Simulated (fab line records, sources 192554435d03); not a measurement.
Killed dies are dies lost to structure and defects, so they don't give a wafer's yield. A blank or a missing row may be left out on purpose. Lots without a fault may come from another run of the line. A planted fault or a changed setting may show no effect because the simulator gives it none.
A struck lot beside a sound one | flow n5_finfet | 17 steps out of a route of 1938
Sound: wafers L257.2, L257.5, L257.6. Struck: wafer L267.5. (L267.2, L267.3 of the same lot were not struck and are left out.) The cause comes at the end.
At each step with rows: each side's tool, then ch and its chambers, then its first start. Under that, the readings that differ: sound wafers | struck wafers | difference of the means | sigmas: that difference in standard deviations of wafers without a fault.
alike: readings whose means differ by less than 2 such deviations, and words and numbers that are the same on both sides. not compared: withheld readings, readings that some wafer has no value for, bounds like >300 that may hide the same value, and numbers for which the record gives no deviation and whose values overlap.
The two part at a step that has a row with sigmas, a row that says differs or no value, or rows on one side only. Numbers that don't overlap but have no deviation are shown without sigmas and don't part them. A reading that every wafer of one side lacks parts them only if that side has two wafers or more.

first, 8 steps without rows for these wafers: N5_PASSIVATION_HMDS_03 (time 60 s); N5_PASSIVATION_COAT_04; N5_PASSIVATION_EBR_06; N5_PASSIVATION_SOFTBAKE_05 (time 90 s); N5_PASSIVATION_EXPOSE_07 (exposes mask TV, defocus 0 nm, target cd 3000 nm); N5_PASSIVATION_PEB_08; N5_PASSIVATION_DEVELOP_09 (develop time 60 s); N5_PASSIVATION_HARDBAKE_11 (time 120 s).
N5_PASSIVATION_CD_MEAS_10: target cd 3000 nm.
  sound on cd_sem-02 ch 0, day 13 11:27; struck on cd_sem-02 ch 0, day 16 16:24
  alike: cd_nm
N5_PASSIVATION_OVL_MEAS_60:
  sound on overlay-02 ch 0, day 13 11:29; struck on overlay-01 ch 0, day 16 16:26
  reading     | sound   | struck | difference | sigmas
  TV_OVL (nm) | 9 14 11 | -4     | -15        | -3
N5_PASSIVATION_INSPECT_61: inspects for defects (macro).
  sound on defect_inspect-02, day 13 11:31; struck on defect_inspect-02, day 16 16:27
  reading          | sound | struck | difference | sigmas
  raw_defect_count | 2 4 0 | 5      | +3         | +2
N5_PASSIVATION_DESCUM_12: chemistry O2, time 7.9 s.
  sound on rie_diel-02 ch 1,2, day 13 11:32; struck on rie_diel-06 ch 1, day 16 16:29
  alike: drypump_motor_current_A, oes_product_au, rf_vpp_V, showerhead_plenum_p_Torr, throttle_valve_pct
  not compared: rf_hours_counter_h
N5_PASSIVATION_PASS_ETCH_74: etches SiNx in CF4/O2, target depth 220 nm, time 110 s.
  sound on rie_diel-02 ch 1,2, day 13 11:37; struck on rie_diel-06 ch 1, day 16 16:33
  reading                  | sound             | struck | difference | sigmas
  model.etch.depth_nm (nm) | 215.8 215.9 216.8 | 190.9  | -25.3      |
  alike: drypump_motor_current_A, oes_product_au, rf_vpp_V, showerhead_plenum_p_Torr, throttle_valve_pct
  not compared: rf_hours_counter_h, model.coat_of_PASSIVATION_COAT_04.thk_nm, model.TV_OPEN.cd_offset_nm
N5_PASSIVATION_VIA_ETCH_13: etches SiO2 in CHF3/O2, target depth 660 nm, time 330 s.
  sound on rie_diel-02 ch 1,2, day 13 11:42; struck on rie_diel-06 ch 1, day 16 16:38
  alike: drypump_motor_current_A, etch_rf_on_time_s, oes_product_au, rf_vpp_V, showerhead_plenum_p_Torr, throttle_valve_pct
  not compared: rf_hours_counter_h, model.coat_of_PASSIVATION_COAT_04.thk_nm
N5_PASSIVATION_STRIP_14: strips in O2.
  sound on rie_diel-02 ch 1,2, day 13 11:53; struck on rie_diel-06 ch 1, day 16 16:50
  alike: drypump_motor_current_A, oes_product_au, rf_vpp_V, showerhead_plenum_p_Torr, throttle_valve_pct
  not compared: rf_hours_counter_h
N5_PASSIVATION_ETCH_15: etches SiCN in CF4/N2, target depth 75 nm, time 81.2 s.
  sound on rie_diel-02 ch 1,2; struck on rie_diel-06 ch 1
  alike: drypump_motor_current_A, oes_product_au, rf_vpp_V, showerhead_plenum_p_Torr, throttle_valve_pct
  not compared: rf_hours_counter_h, model.TV_OPEN.cd_offset_nm
then, 1 step without rows for these wafers: N5_PASSIVATION_STRIP_73 (strips in post etch residue remover, time 60 s).

WHERE THEY PART
First at N5_PASSIVATION_OVL_MEAS_60; last, within this record, at N5_PASSIVATION_INSPECT_61. Later steps at which nothing parts them and some readings are alike: N5_PASSIVATION_DESCUM_12, N5_PASSIVATION_PASS_ETCH_74, N5_PASSIVATION_VIA_ETCH_13, N5_PASSIVATION_STRIP_14, N5_PASSIVATION_ETCH_15.

WHY: what the simulator had put in
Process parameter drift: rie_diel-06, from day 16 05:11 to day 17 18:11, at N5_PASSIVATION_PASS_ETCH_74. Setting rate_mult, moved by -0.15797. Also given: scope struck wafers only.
